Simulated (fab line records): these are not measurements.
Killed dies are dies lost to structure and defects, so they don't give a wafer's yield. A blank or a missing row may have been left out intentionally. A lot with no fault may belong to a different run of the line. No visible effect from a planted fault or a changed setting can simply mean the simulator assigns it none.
fab line records	flow n5_finfet
record lots=11	wafers=33	last_day=18
route steps=1938 shown MOL_CONTACT_COAG@619 PASSIVATION@1905
lots untouched by any fault: they come from a run of this same line in which no faults occurred
start_h: the number of hours between the record's first day and the start of the first shown wafer of the lot	wait_h: hours elapsed since this lot's preceding step	" same as the row above	L1.1+2: one row covering several wafers at once	- value missing, or start not given	* or withheld: withheld	< > ~ a bound
route shown NAME@n: names a module that has steps shown in the file, with the first one's number in the route	usual: the fault-free wafers' mean and standard deviation	same: alike in all rows	chamber/n: place in a boat	sites: each site's reading	_std_site: standard deviation across them	_edge_site: outer sites' mean less inner sites'	radius_mm: how far each site lies from the wafer's centre	mask NAME#n: copy n	behind: the tool/chamber that last shaped the wafer	hold: reason for holding the lot/hours on hold/outcome of the hold	device: transistor that didn't switch, given as n, p or np	end of line: tests run on the same wafers once the route is complete	for a step that has no rows: nothing shown but its recipe	killed: dies lost to structure and defects at the first sort, not the wafer's yield	map: a wafer's dies, x killed, . not, _ none there
set.NAME: the setting as run; set.NAME@STEP: as run at that earlier step	model.NAME: the simulator's own value behind a step, which no gauge read
steps of the route over a sample of lots; a table a step, a row a wafer
services: from which hour (start_h, from the record's first day; less than 0 if before it) a tool's chamber was out of use, for how many hours, and why
## steps
# step N5_MOL_CONTACT_COAG_STRIP_49
# recipe chemistry=N2/H2	time_s=30	power_w=1000	temp_c=250	pressure_mtorr=withheld	n2_flow_sccm=1750	h2_flow_sccm=3250
# usual drypump_motor_current_A=5.9/0.37	h2_flow_sccm=3249/9.2	heater_power_w=318/47
lot.wafer	tool	chamber	start_h	wait_h	drypump_motor_current_A	h2_flow_sccm	heater_power_w	rf_hours_counter_h
L360.1	plasma_asher-01	1	103.39	-	5.5	3243	342	81
L360.2	"	0	"	"	5.7	3249	265	81
L360.5	"	0	"	"	5.8	3251	261	-
L361.1	plasma_asher-02	1	110.58	-	6.5	3230	289	48
L361.5	"	0	"	"	6.1	3235	375	-
L361.6	"	1	"	"	6.5	3251	284	-
L362.2	plasma_asher-01	1	114.04	-	5.5	3239	346	83
L362.3	"	1	"	"	5.5	3240	349	-
L362.5	"	1	"	"	5.4	3246	341	-
L363.1	plasma_asher-01	1	123.05	-	5.5	3260	341	85
L363.4	"	1	"	"	5.5	3250	347	-
L363.5	"	0	"	"	5.7	3243	265	-
L364.1	plasma_asher-02	1	125.99	-	6.4	3248	285	51
L364.5	"	1	"	"	6.5	3252	294	-
L364.6	"	0	"	"	6.1	3227	375	-
L365.1	plasma_asher-01	0	130.12	-	5.7	3249	264	86
L365.4	"	0	"	"	5.7	3268	258	-
L365.5	"	0	"	"	5.7	3247	263	-
L366.1	plasma_asher-02	1	139.65	-	6.5	3259	296	53
L366.5	"	0	"	"	6.1	3267	382	-
L366.6	"	1	"	"	6.4	3248	288	-
L367.4	plasma_asher-01	0	149.21	-	5.7	3245	265	-
L367.5	"	0	"	"	5.8	3252	261	-
L367.6	"	1	"	"	5.5	3247	351	-
L369.4	plasma_asher-01	0	155.60	-	5.7	3259	260	-
L369.5	"	1	"	"	5.5	3237	343	-
L369.6	"	0	"	"	5.7	3264	260	-
L370.1	plasma_asher-01	1	166.76	-	5.5	3259	353	93
L370.2	"	0	"	"	5.7	3252	268	93
L370.4	"	1	"	"	5.5	3247	351	-
L382.2	plasma_asher-01	1	246.52	-	5.5	3259	345	107
L382.4	"	0	"	"	5.7	3252	261	-
L382.6	"	1	"	"	5.5	3267	344	-
# step N5_PASSIVATION_CD_MEAS_30
# recipe target_cd_nm=4000	landing_energy_ev=500	detector=se_inlens	polarity=opening
# usual cd_nm=3999.9/1.2
lot.wafer	tool	chamber	start_h	wait_h	cd_nm
L361.1	cd_sem-02	0	312.60	-	3998.3
L361.5	"	0	"	"	3998.7
L361.6	"	0	"	"	4001.5
L360.1	cd_sem-02	0	319.91	-	3999.5
L360.2	"	0	"	"	3998.3
L360.5	"	0	"	"	3998.3
L362.2	cd_sem-01	0	320.07	-	3999.9
L362.3	"	0	"	"	4000.2
L362.5	"	0	"	"	4000.5
L363.1	cd_sem-01	0	336.17	-	3998.7
L363.4	"	0	"	"	3998.5
L363.5	"	0	"	"	3998.3
L364.1	cd_sem-02	0	340.35	-	3999.5
L364.5	"	0	"	"	4000.7
L364.6	"	0	"	"	3999.8
L366.1	cd_sem-01	0	343.89	-	4001.3
L366.5	"	0	"	"	4001.1
L366.6	"	0	"	"	4001.3
L365.1	cd_sem-02	0	345.42	-	4000.8
L365.4	"	0	"	"	4000.1
L365.5	"	0	"	"	3999.4
L367.4	cd_sem-01	0	347.92	-	4000.5
L367.5	"	0	"	"	4000.0
L367.6	"	0	"	"	3998.7
L369.4	cd_sem-03	0	357.84	-	3998.7
L369.5	"	0	"	"	4000.2
L369.6	"	0	"	"	3999.6
L370.1	cd_sem-01	0	378.24	-	3998.5
L370.2	"	0	"	"	3997.9
L370.4	"	0	"	"	3998.1
L382.2	cd_sem-01	0	415.25	-	4001.5
L382.4	"	0	"	"	4000.5
L382.6	"	0	"	"	4000.9
# step N5_PASSIVATION_STRIP_34
# recipe chemistry=O2	power_w=600	temp_c=60	pressure_mtorr=30	rf_frequency_hz=6e+07	bias_power_w=0	overash_fraction=2	o2_flow_sccm=225
# usual drypump_motor_current_A=5.8/0.47	oes_product_au=0.83/0.086	rf_vpp_V=3.7/1.4	showerhead_plenum_p_Torr=2.08/0.074	throttle_valve_pct=16.70/0.22
lot.wafer	tool	chamber	start_h	wait_h	drypump_motor_current_A	oes_product_au	rf_hours_counter_h	rf_vpp_V	showerhead_plenum_p_Torr	throttle_valve_pct
L361.1	rie_diel-06	3	313.36	0.1	4.9	0.90	35	3.9	2.05	16.81
L361.5	"	2	"	"	5.6	0.75	-	3.5	2.09	16.58
L361.6	"	3	"	"	4.9	0.93	-	3.6	2.05	16.84
L360.1	rie_diel-06	1	320.61	0.1	5.8	0.72	190	3.9	1.99	16.90
L360.2	"	3	"	"	4.9	0.89	39	4.0	2.05	16.87
L360.5	"	2	"	"	5.6	0.76	-	3.9	2.09	16.63
L362.2	rie_diel-05	0	320.94	0.1	6.5	0.88	55	4.3	2.05	16.31
L362.3	"	3	"	"	5.4	0.67	255	2.8	2.06	17.19
L362.5	"	3	"	"	5.4	0.68	-	4.1	2.06	17.26
L363.1	rie_diel-03	3	336.89	0.1	5.3	0.93	16	1.9	2.05	16.34
L363.4	"	2	"	"	5.8	0.83	93	3.0	2.20	16.65
L363.5	"	0	"	"	5.6	0.71	-	1.9	1.98	17.05
L364.1	rie_diel-06	2	341.04	0.1	5.5	0.76	162	3.5	2.09	16.59
L364.5	"	0	"	"	5.7	0.86	-	3.9	2.04	16.66
L364.6	"	3	"	"	4.9	0.91	-	5.0	2.05	16.82
L366.1	rie_diel-03	3	344.59	0.1	5.3	0.95	19	3.4	2.05	16.32
L366.5	"	0	"	"	5.7	0.68	-	1.2	1.98	17.04
L366.6	"	1	"	"	5.5	0.88	-	3.8	2.05	16.79
L365.1	rie_diel-05	0	346.12	0.1	6.5	0.84	66	5.4	2.05	16.33
L365.4	"	1	"	"	6.5	0.94	-	1.9	2.25	16.57
L365.5	"	2	"	"	6.3	0.70	-	3.6	2.07	16.92
L367.4	rie_diel-05	0	348.79	0.1	6.4	0.84	-	3.4	2.05	16.33
L367.5	"	2	"	"	6.2	0.69	-	2.8	2.07	16.93
L367.6	"	1	"	"	6.5	0.92	-	3.2	2.25	16.59
L369.4	rie_diel-03	2	358.65	0.1	5.8	0.80	102	0.7	2.20	16.62
L369.5	"	0	"	"	5.7	0.70	-	6.4	1.98	17.01
L369.6	"	1	"	"	5.5	0.87	-	5.6	2.05	16.81
L370.1	rie_diel-06	1	378.93	0.1	5.8	0.71	211	2.2	1.98	16.93
L370.2	"	3	"	"	4.9	0.88	59	2.6	2.04	16.86
L370.4	"	0	"	"	5.7	0.84	70	3.7	2.04	16.67
L382.2	rie_diel-05	1	415.94	0.1	6.5	0.86	40	6.8	2.24	16.66
L382.4	"	2	"	"	6.3	0.94	9	2.8	2.06	16.51
L382.6	"	2	"	"	6.2	0.96	-	2.7	2.06	16.55
# step N5_PASSIVATION_OVL_MEAS_66
# recipe points_per_wafer=44
# usual PASS_OPEN_OVL=3/5
lot.wafer	tool	chamber	start_h	wait_h	PASS_OPEN_OVL[nm]
L361.1	overlay-01	0	314.66	0.0	1
L361.5	"	0	"	"	4
L361.6	"	0	"	"	4
L360.1	overlay-01	0	321.69	0.0	-2
L360.2	"	0	"	"	-3
L360.5	"	0	"	"	-4
L362.2	overlay-02	0	322.13	0.0	9
L362.3	"	0	"	"	12
L362.5	"	0	"	"	15
L363.1	overlay-02	0	338.09	0.0	5
L363.4	"	0	"	"	-3
L363.5	"	0	"	"	1
L364.1	overlay-02	0	342.12	0.0	0
L364.5	"	0	"	"	5
L364.6	"	0	"	"	12
L366.1	overlay-02	0	345.79	0.0	7
L366.5	"	0	"	"	-1
L366.6	"	0	"	"	1
L365.1	overlay-02	0	347.19	0.0	7
L365.4	"	0	"	"	13
L365.5	"	0	"	"	9
L367.4	overlay-02	0	349.85	0.0	14
L367.5	"	0	"	"	12
L367.6	"	0	"	"	8
L369.4	overlay-01	0	359.85	0.0	-2
L369.5	"	0	"	"	0
L369.6	"	0	"	"	-3
L370.1	overlay-02	0	380.06	0.0	2
L370.2	"	0	"	"	7
L370.4	"	0	"	"	5
L382.2	overlay-01	0	417.14	0.0	-3
L382.4	"	0	"	"	-5
L382.6	"	0	"	"	1
# step N5_PASSIVATION_PROBE_49
# usual defect_limited_yield=91.1/1.4	killed_at_M0_to_M3=34/10	killed_at_M4_up=14/5.5	killed_at_contacts=12/5.1	killed_at_front_end=41/12	killed_at_other=4/3.1	killed_dies=105/17	killed_on_rim=13/3.7	killed_open=70/13	killed_short=33/7.6	sort_bin_5_function=5.3/0.98	sort_bin_6_memory=3.3/0.67	sort_n_pass=1075/17	sort_yield_pct=91.1/1.4
# same gross_dies=1180	killed_at_back_side=0	sort_bin_4_leakage[%]=0	sort_bin_8_speed[%]=0
lot.wafer	tool	chamber	start_h	wait_h	defect_limited_yield[%]	killed_at_M0_to_M3	killed_at_M4_up	killed_at_contacts	killed_at_front_end	killed_at_other	killed_dies	killed_on_rim	killed_open	killed_short	sort_bin_5_function[%]	sort_bin_6_memory[%]	sort_n_pass	sort_yield_pct[%]
L361.1	prober-02	-	317.76	0.0	92.8	39	4	18	24	0	85	6	61	22	3.3	3.7	1095	92.8
L361.5	prober-02	-	317.96	0.2	89.1	51	10	13	49	6	129	14	92	35	6.7	3.9	1051	89.1
L361.6	prober-02	-	318.01	0.3	90.9	44	10	10	41	2	107	15	66	34	4.1	4.6	1073	90.9
L360.1	prober-01	-	325.31	0.0	88.7	46	16	12	57	2	133	19	82	49	6.5	4.4	1047	88.7
L360.2	prober-01	-	325.36	0.1	89.8	48	6	16	50	0	120	13	78	39	6.3	3.6	1060	89.8
L360.5	prober-01	-	325.51	0.2	89.9	55	8	10	42	4	119	17	69	50	5.5	4.0	1061	89.9
L362.2	prober-01	-	326.13	0.1	90.9	27	21	12	43	4	107	17	67	37	5.5	3.2	1073	90.9
L362.3	prober-01	-	326.18	0.1	92.5	28	20	9	29	2	88	14	61	27	4.0	3.1	1092	92.5
L362.5	prober-01	-	326.28	0.2	94.4	20	14	6	26	0	66	8	43	20	3.8	1.7	1114	94.4
L363.1	prober-02	-	341.24	0.0	88.6	30	11	10	79	5	135	12	93	41	6.9	4.2	1045	88.6
L363.4	prober-02	-	341.39	0.2	91.4	36	8	11	42	4	101	11	66	35	4.3	3.9	1079	91.4
L363.5	prober-02	-	341.44	0.2	90.1	33	15	13	54	2	117	17	82	32	5.5	4.1	1063	90.1
L366.1	prober-01	-	348.89	0.0	90.3	22	18	16	55	4	115	14	87	28	5.9	3.5	1065	90.3
L366.5	prober-01	-	349.09	0.2	91.9	25	11	15	43	2	96	13	76	19	4.7	3.3	1084	91.9
L366.6	prober-01	-	349.14	0.3	91.1	25	13	20	46	1	105	11	69	35	5.2	3.5	1075	91.1
L365.1	prober-02	-	350.86	0.0	92.4	31	14	7	30	8	90	7	66	22	3.5	3.7	1090	92.4
L365.4	prober-02	-	351.01	0.2	90.6	31	22	13	36	9	111	15	76	35	5.4	3.9	1069	90.6
L365.5	prober-02	-	351.06	0.2	90.8	50	15	7	34	2	108	13	61	46	6.0	2.9	1072	90.8
L367.4	prober-01	-	353.10	0.2	90.4	28	32	11	41	1	113	16	82	31	5.8	3.5	1067	90.4
L367.5	prober-01	-	353.15	0.2	90.8	28	17	11	46	6	108	13	76	32	5.4	3.6	1072	90.8
L367.6	prober-01	-	353.20	0.3	90.3	29	22	13	48	2	114	20	84	30	6.4	3.1	1066	90.3
L369.4	prober-01	-	363.30	0.2	83.2	29	10	116	43	0	198	26	55	30	9.0	4.1	982	83.2
L369.5	prober-01	-	363.35	0.2	91.8	33	5	14	43	2	97	13	67	30	4.8	2.9	1083	91.8
L369.6	prober-01	-	363.40	0.3	81.6	13	8	125	70	1	217	27	65	35	11.5	4.1	963	81.6
L370.1	prober-02	-	383.20	0.0	87.4	42	24	14	62	7	149	19	92	56	8.4	3.8	1031	87.4
L370.2	prober-02	-	383.25	0.1	82.8	28	15	129	29	2	203	28	55	30	10.0	3.7	977	82.8
L370.4	prober-02	-	383.35	0.2	89.7	23	26	18	51	3	121	14	81	39	6.4	3.6	1059	89.7
# killed by level:class
L361.1 MOL_CONTACT_COAG:geometric_particle:open=14 STI_FIN_REVEAL:geometric_particle:open=9 BEOL_M2:geometric_particle:open=9 BEOL_M0_SAQP:geometric_particle:open=7 BEOL_M3:geometric_particle:open=6 MOL_CONTACT_COAG:geometric_particle:short=4 BEOL_M0_SAQP:geometric_particle:short=4 BEOL_M0:geometric_particle:short=4
L361.5 BEOL_M0_SAQP:geometric_particle:open=15 DUMMY_GATE:geometric_particle:open=12 MOL_CONTACT_COAG:geometric_particle:open=12 STI_FIN_REVEAL:geometric_particle:open=9 BEOL_M0_SAQP:geometric_particle:short=9 BEOL_M3:geometric_particle:open=8 BEOL_M2:geometric_particle:open=7 FIN_SAQP:geometric_particle:open=5
L361.6 BEOL_M0_SAQP:geometric_particle:short=17 MOL_CONTACT_COAG:geometric_particle:open=10 BEOL_M0_SAQP:geometric_particle:open=9 STI_FIN_REVEAL:geometric_particle:open=7 GATE_CUT:geometric_particle:short=7 ILD0:geometric_particle:open=6 BEOL_M3:geometric_particle:open=5 BEOL_M1:geometric_particle:open=4
L360.1 BEOL_M0_SAQP:geometric_particle:short=15 STI_FIN_REVEAL:geometric_particle:open=14 FIN_SAQP:geometric_particle:open=13 MOL_CONTACT_COAG:geometric_particle:open=10 FIN_SAQP:geometric_particle:short=8 BEOL_M2:geometric_particle:open=8 STI_FIN_REVEAL:geometric_particle:short=8 BEOL_M4:geometric_particle:open=8
L360.2 STI_FIN_REVEAL:geometric_particle:open=14 BEOL_M1:geometric_particle:open=14 MOL_CONTACT_COAG:geometric_particle:open=11 BEOL_M0:geometric_particle:open=10 BEOL_M0_SAQP:geometric_particle:short=9 GATE_CUT:geometric_particle:short=7 FIN_SAQP:geometric_particle:open=6 BEOL_M0_SAQP:geometric_particle:open=5
L360.5 BEOL_M0_SAQP:geometric_particle:short=16 FIN_SAQP:geometric_particle:short=14 BEOL_M3:geometric_particle:open=10 BEOL_M1:geometric_particle:open=9 STI_FIN_REVEAL:geometric_particle:open=8 MOL_CONTACT_COAG:geometric_particle:open=8 BEOL_M0_SAQP:geometric_particle:open=7 FIN_SAQP:geometric_particle:open=5
L362.2 FIN_SAQP:geometric_particle:open=15 MOL_CONTACT_COAG:geometric_particle:open=9 FIN_SAQP:geometric_particle:short=8 BEOL_M0_SAQP:geometric_particle:short=6 BEOL_M0_SAQP:geometric_particle:open=5 BEOL_M4:geometric_particle:open=5 BEOL_M2:geometric_particle:open=4 STARTING-WAFER:geometric_particle:short=4
L362.3 BEOL_M0_SAQP:geometric_particle:open=12 FIN_SAQP:geometric_particle:open=8 STI_FIN_REVEAL:geometric_particle:open=8 BEOL_M4:geometric_particle:open=8 FIN_SAQP:geometric_particle:short=6 BEOL_M2:geometric_particle:open=6 MOL_CONTACT_COAG:geometric_particle:open=5 BEOL_M0_SAQP:geometric_particle:short=5
L362.5 BEOL_M3:geometric_particle:open=6 SPACER0:geometric_particle:open=5 MOL_CONTACT_COAG:geometric_particle:open=5 BEOL_M0_SAQP:geometric_particle:open=5 BEOL_M4:geometric_particle:open=4 FIN_SAQP:geometric_particle:open=3 SPACER0:geometric_particle:short=3 ILD0:geometric_particle:open=3
L363.1 FIN_SAQP:geometric_particle:open=22 STI_FIN_REVEAL:geometric_particle:open=18 MOL_CONTACT_COAG:geometric_particle:open=9 BEOL_M0_SAQP:geometric_particle:open=8 FIN_SAQP:geometric_particle:short=7 SPACER0:geometric_particle:short=7 BEOL_M2:geometric_particle:open=7 GATE_CUT:geometric_particle:short=6
L363.4 DUMMY_GATE:geometric_particle:open=10 BEOL_M0_SAQP:geometric_particle:short=9 BEOL_M3:geometric_particle:open=9 MOL_CONTACT_COAG:geometric_particle:open=8 BEOL_M2:geometric_particle:open=7 BEOL_M0_SAQP:geometric_particle:open=6 GATE_CUT:geometric_particle:short=5 FIN_SAQP:geometric_particle:open=4
L363.5 BEOL_M2:geometric_particle:open=14 MOL_CONTACT_COAG:geometric_particle:open=12 STI_FIN_REVEAL:geometric_particle:open=10 DUMMY_GATE:geometric_particle:open=10 FIN_SAQP:geometric_particle:open=9 FIN_SAQP:geometric_particle:short=7 BEOL_M0_SAQP:geometric_particle:short=5 BEOL_M4:geometric_particle:short=5
L366.1 STI_FIN_REVEAL:geometric_particle:open=26 MOL_CONTACT_COAG:geometric_particle:open=12 BEOL_M4:geometric_particle:open=8 DUMMY_GATE:geometric_particle:open=7 STI_FIN_REVEAL:geometric_particle:short=5 BEOL_M0:geometric_particle:open=5 BEOL_M2:geometric_particle:open=5 MOL_CONTACT_COAG:geometric_particle:short=4
L366.5 STI_FIN_REVEAL:geometric_particle:open=23 MOL_CONTACT_COAG:geometric_particle:open=12 BEOL_M0:geometric_particle:open=8 FIN_SAQP:geometric_particle:open=6 FIN_SAQP:geometric_particle:short=4 BEOL_M6:geometric_particle:open=4 BEOL_M1:geometric_particle:open=4 BEOL_M2:geometric_particle:open=4
L366.6 MOL_CONTACT_COAG:geometric_particle:open=18 STI_FIN_REVEAL:geometric_particle:open=10 FIN_SAQP:geometric_particle:open=7 BEOL_M0:geometric_particle:open=7 BEOL_M3:geometric_particle:open=7 FIN_SAQP:geometric_particle:short=6 STI_FIN_REVEAL:geometric_particle:short=6 GATE_CUT:geometric_particle:short=5
L365.1 BEOL_M4:geometric_particle:open=9 BEOL_M0_SAQP:geometric_particle:open=8 MOL_CONTACT_COAG:geometric_particle:open=7 STI_FIN_REVEAL:geometric_particle:open=6 BEOL_M2:geometric_particle:open=6 BEOL_M3:geometric_particle:open=6 FIN_SAQP:geometric_particle:open=5 BEOL_M0_SAQP:geometric_particle:short=5
L365.4 BEOL_M4:geometric_particle:open=16 STI_FIN_REVEAL:geometric_particle:open=10 BEOL_M0_SAQP:geometric_particle:short=9 MOL_CONTACT_COAG:geometric_particle:open=8 BEOL_M3:geometric_particle:open=7 FIN_SAQP:geometric_particle:open=6 MOL_CONTACT_COAG:geometric_particle:short=5 BEOL_M0_SAQP:geometric_particle:open=5
L365.5 BEOL_M0_SAQP:geometric_particle:short=18 BEOL_M0_SAQP:geometric_particle:open=8 BEOL_M2:geometric_particle:open=7 MOL_CONTACT_COAG:geometric_particle:open=7 BEOL_M4:geometric_particle:open=7 FIN_SAQP:geometric_particle:short=6 BEOL_M1:geometric_particle:open=5 STARTING-WAFER:geometric_particle:short=5
L367.4 STI_FIN_REVEAL:geometric_particle:open=18 BEOL_M4:geometric_particle:open=18 BEOL_M2:geometric_particle:open=11 MOL_CONTACT_COAG:geometric_particle:open=9 BEOL_M4:geometric_particle:short=7 BEOL_M3:geometric_particle:open=6 STI_FIN_REVEAL:geometric_particle:short=4 GATE_CUT:geometric_particle:open=4
L367.5 FIN_SAQP:geometric_particle:open=10 STI_FIN_REVEAL:geometric_particle:open=10 MOL_CONTACT_COAG:geometric_particle:open=10 BEOL_M4:geometric_particle:open=10 DUMMY_GATE:geometric_particle:open=7 FIN_SAQP:geometric_particle:short=6 BEOL_M0_SAQP:geometric_particle:short=5 BEOL_M1:geometric_particle:open=5
L367.6 STI_FIN_REVEAL:geometric_particle:open=15 BEOL_M4:geometric_particle:open=10 MOL_CONTACT_COAG:geometric_particle:open=10 BEOL_M2:geometric_particle:open=9 FIN_SAQP:geometric_particle:open=6 FIN_SAQP:geometric_particle:short=5 BEOL_M0_SAQP:geometric_particle:open=5 BEOL_M1:geometric_particle:open=5
L369.4 MOL_CONTACT_COAG:unspecified=113 FIN_SAQP:geometric_particle:open=12 BEOL_M0_SAQP:geometric_particle:short=9 FIN_SAQP:geometric_particle:short=6 BEOL_M0_SAQP:geometric_particle:open=6 BEOL_M4:geometric_particle:open=5 STI_FIN_REVEAL:geometric_particle:open=4 BEOL_M1:geometric_particle:open=4
L369.5 MOL_CONTACT_COAG:geometric_particle:open=12 BEOL_M1:geometric_particle:open=11 STI_FIN_REVEAL:geometric_particle:open=9 FIN_SAQP:geometric_particle:open=7 BEOL_M0_SAQP:geometric_particle:short=6 FIN_SAQP:geometric_particle:short=5 BEOL_M3:geometric_particle:open=5 ILD0:geometric_particle:open=4
L369.6 MOL_CONTACT_COAG:unspecified=117 FIN_SAQP:geometric_particle:open=28 FIN_SAQP:geometric_particle:short=15 ILD0:geometric_particle:short=5 MOL_CONTACT_COAG:geometric_particle:open=5 DUMMY_GATE:geometric_particle:open=4 GATE_CUT:geometric_particle:short=4 ILD0:geometric_particle:open=3
L370.1 BEOL_M0_SAQP:geometric_particle:open=16 STI_FIN_REVEAL:geometric_particle:open=14 BEOL_M0_SAQP:geometric_particle:short=12 FIN_SAQP:geometric_particle:open=11 FIN_SAQP:geometric_particle:short=10 BEOL_M4:geometric_particle:open=10 MOL_CONTACT_COAG:geometric_particle:open=10 GATE_CUT:geometric_particle:short=6
L370.2 MOL_CONTACT_COAG:unspecified=118 MOL_CONTACT_COAG:geometric_particle:open=9 BEOL_M0_SAQP:geometric_particle:short=9 DUMMY_GATE:geometric_particle:open=7 BEOL_M2:geometric_particle:open=6 BEOL_M4:geometric_particle:open=6 GATE_CUT:geometric_particle:short=5 BEOL_M0_SAQP:geometric_particle:open=4
L370.4 FIN_SAQP:geometric_particle:open=13 MOL_CONTACT_COAG:geometric_particle:open=13 BEOL_M4:geometric_particle:open=12 DUMMY_GATE:geometric_particle:open=11 GATE_CUT:geometric_particle:short=8 BEOL_M0_SAQP:geometric_particle:open=7 MOL_CONTACT_COAG:geometric_particle:short=5 BEOL_M0_SAQP:geometric_particle:short=5
## services
tool	chamber	start_h	hours	kind
rie_diel-05	0	89.36	11.4	repair
rie_diel-05	0	111.47	-	clean
rie_diel-05	0	111.47	-	consumable_replace:focus_ring
rie_diel-05	0	111.47	29.9	scheduled_down
rie_diel-05	0	111.47	29.9	vent_cycle
plasma_asher-01	-	124.96	2.9	repair
rie_diel-05	-	156.79	2.8	pm
rie_diel-03	2	170.07	2.4	repair
rie_diel-06	0	187.27	-	clean
rie_diel-06	0	187.27	-	consumable_replace:focus_ring
rie_diel-06	0	187.27	16.8	scheduled_down
rie_diel-06	0	187.27	16.8	vent_cycle
rie_diel-06	3	204.37	-	clean
rie_diel-06	3	204.37	-	consumable_replace:focus_ring
rie_diel-06	3	204.37	20.5	scheduled_down
plasma_asher-02	-	215.29	1.6	repair
rie_diel-05	-	223.81	28.1	pm
rie_diel-05	1	267.39	5.0	repair
plasma_asher-02	-	292.11	0.7	repair
rie_diel-05	1	299.46	2.0	repair
rie_diel-06	1	299.65	16.4	repair
rie_diel-03	-	322.24	2.8	pm
plasma_asher-01	-	330.57	2.8	pm
rie_diel-05	3	390.05	2.9	repair
## key
first_sign step=N5_PASSIVATION_PROBE_49	reading=killed_at_contacts	direction=up	sigmas=22	usual=12	struck=123
effect step=N5_PASSIVATION_PROBE_49	reading=killed_dies	direction=up	sigmas=6	usual=105	struck=206
more_kills_born_at N5_MOL_CONTACT_COAG_STRIP_49@plasma_asher-01=348
met_at N5_MOL_CONTACT_COAG_STRIP_49
struck_lots L369,L370
struck_wafers L369.4,L369.6,L370.2
not_acting_at N5_PASSIVATION_CD_MEAS_30,N5_PASSIVATION_STRIP_34,N5_PASSIVATION_OVL_MEAS_66
onset_between 149.21 155.60
fault kind=chamber_particle_source	tool=plasma_asher-01	chamber=0	onset_h=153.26	steps=N5_MOL_CONTACT_COAG_STRIP_49	rate_per_visit_cm2=1.5699	end_h=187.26
